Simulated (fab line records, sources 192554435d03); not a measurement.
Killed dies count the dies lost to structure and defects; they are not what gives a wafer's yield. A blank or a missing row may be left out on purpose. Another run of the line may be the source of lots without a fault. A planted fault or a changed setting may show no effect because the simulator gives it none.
Split-lot experiment + flow n5_finfet + 21 wafers read across 7 lots, on a route 1938 steps long

SPLIT DETAILS
At N5_BEOL_M2_COAT_22 (resist thk 30 nm), the setting spin_rpm was moved away from the recipe's 1500 rpm on 8 of the 21 wafers read, by -7.5% to +11.2%. The other wafers ran this setting at the recipe's value.

FROM THE SPLIT TO THE READING: what the file shows between them, 5 steps
- N5_BEOL_M2_EBR_24
- N5_BEOL_M2_SOFTBAKE_23: time 60 s
- N5_BEOL_M2_EXPOSE_25: exposes mask V1, defocus 5 nm
- N5_BEOL_M2_PEB_26: peb time 60 s
- N5_BEOL_M2_DEVELOP_27: develop time 30 s

THE READING
CAR-EUV_of_BEOL_M2_COAT_22.thk_nm (the simulator's own value, which no gauge read), in nm, at N5_BEOL_M2_DESCUM_33 (chemistry O2, time 7 s). There is no usual value for it anywhere in the file. Here, 13 wafers ran the recipe; their average is 26.1 nm with a standard deviation of 0.19 nm.

| wafer  | tool, chamber at the split | spin_rpm as run, rpm | against the recipe | CAR-EUV_of_BEOL_M2_COAT_22.thk_nm, nm | against lot-mates on the recipe |
|--------|----------------------------|----------------------|--------------------|---------------------------------------|---------------------------------|
| L074.1 | litho_track-02, 0          | 1500                 | recipe             | 26.2                                  | -                               |
| L074.4 | litho_track-02, 0          | 1500                 | recipe             | 26.2                                  | -                               |
| L074.5 | litho_track-02, 0          | 1500                 | recipe             | 26.2                                  | -                               |
| L077.2 | litho_track-03, 0          | 1500                 | recipe             | 26.2                                  | -                               |
| L077.3 | litho_track-03, 0          | 1500                 | recipe             | 26.2                                  | -                               |
| L077.4 | litho_track-03, 0          | 1500                 | recipe             | 26.2                                  | -                               |
| L084.1 | litho_track-04, 0          | 1388                 | -7.5%              | 27                                    | +1.1                            |
| L084.2 | litho_track-04, 0          | 1500                 | recipe             | 26                                    | -                               |
| L084.5 | litho_track-04, 0          | 1500                 | recipe             | 25.8                                  | -                               |
| L085.1 | litho_track-03, 0          | 1668                 | +11.2%             | 24.6                                  | no lot-mate on the recipe       |
| L085.2 | litho_track-03, 0          | 1668                 | +11.2%             | 24.6                                  | no lot-mate on the recipe       |
| L085.4 | litho_track-03, 0          | 1668                 | +11.2%             | 24.6                                  | no lot-mate on the recipe       |
| L086.1 | litho_track-03, 0          | 1418                 | -5.5%              | 27                                    | no lot-mate on the recipe       |
| L086.6 | litho_track-03, 0          | 1418                 | -5.5%              | 27                                    | no lot-mate on the recipe       |
| L086.3 | litho_track-03, 0          | 1418                 | -5.5%              | 27.2                                  | no lot-mate on the recipe       |
| L087.1 | litho_track-02, 0          | 1500                 | recipe             | 26.4                                  | -                               |
| L087.2 | litho_track-02, 0          | 1500                 | recipe             | 26.2                                  | -                               |
| L087.5 | litho_track-02, 0          | 1389                 | -7.4%              | 27.2                                  | +0.9                            |
| L093.3 | litho_track-04, 0          | 1500                 | recipe             | 26                                    | -                               |
| L093.4 | litho_track-04, 0          | 1500                 | recipe             | 25.8                                  | -                               |
| L093.6 | litho_track-04, 0          | 1500                 | recipe             | 25.8                                  | -                               |

THE FIT
A straight line over all 21 wafers: CAR-EUV_of_BEOL_M2_COAT_22.thk_nm changes by -0.141 nm for each +1% of spin_rpm; r = -0.97; the points scatter about the line by 0.18 nm.
The same after taking each lot's own level away (the mean of its wafers on the recipe; 15 wafers): -0.135 nm for each +1%; r = -0.98; scatter 0.081 nm.
The reading moves by 1.5 nm for the largest change in spin_rpm, on that fit.
Measured against the standard deviation above, the lots' own levels, which go from 25.87 to 26.30 nm, span 2.3 times it.
The two slopes are in agreement: the lot-to-lot level therefore moves the slope only a little.
Check: with one of the wafers moved furthest among these (-7.5%) left out of the fit, the line predicts +0.908 nm for it against its lot-mates. It came out at +1.1 nm against them.

ADDITIONAL SPLITS CARRIED BY THESE WAFERS
Other splits were also applied to these wafers ahead of the reading. Each is held against what the fit with the lots' levels taken away leaves over:
| other split on the same wafers    | wafers away from the commonest value | r with CAR-EUV_of_BEOL_M2_COAT_22.thk_nm (lot level and that fit taken away) |
|-----------------------------------|--------------------------------------|------------------------------------------------------------------------------|
| N5_BEOL_M0_SAQP_EXPOSE_11 dose_mj | 6                                    | -0.33                                                                        |
| N5_BEOL_M0_SAQP_EXPOSE_37 dose_mj | 7                                    | +0.13                                                                        |
| N5_BEOL_M0_ETCH_138 source_w      | 7                                    | +0.14                                                                        |
| N5_BEOL_M0_ETCH_109 bias_w        | 5                                    | +0.35                                                                        |

THE WHOLE CHAIN: every reading that the file lists as answering this split, in the file's order
| step                  | what it does           | reading                                                                            | change (the file's fit)               | r (the file's) |
|-----------------------|------------------------|------------------------------------------------------------------------------------|---------------------------------------|----------------|
| N5_BEOL_M2_COAT_22    | resist thk 30 nm       | CAR-EUV_of_BEOL_M2_COAT_22.thk_nm (the simulator's own value, which no gauge read) | -0.148 nm for each +1% of the setting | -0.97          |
| N5_BEOL_M2_DEVELOP_27 | develop time 30 s      | CAR-EUV_of_BEOL_M2_COAT_22.thk_nm (the simulator's own value, which no gauge read) | -0.161 nm for each +1% of the setting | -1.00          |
| N5_BEOL_M2_DESCUM_33  | chemistry O2, time 7 s | CAR-EUV_of_BEOL_M2_COAT_22.thk_nm (the simulator's own value, which no gauge read) | -0.135 nm for each +1% of the setting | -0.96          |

FILE'S OWN FIT
CAR-EUV_of_BEOL_M2_COAT_22.thk_nm changes by -0.135 nm for each +1% of spin_rpm, r = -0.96.
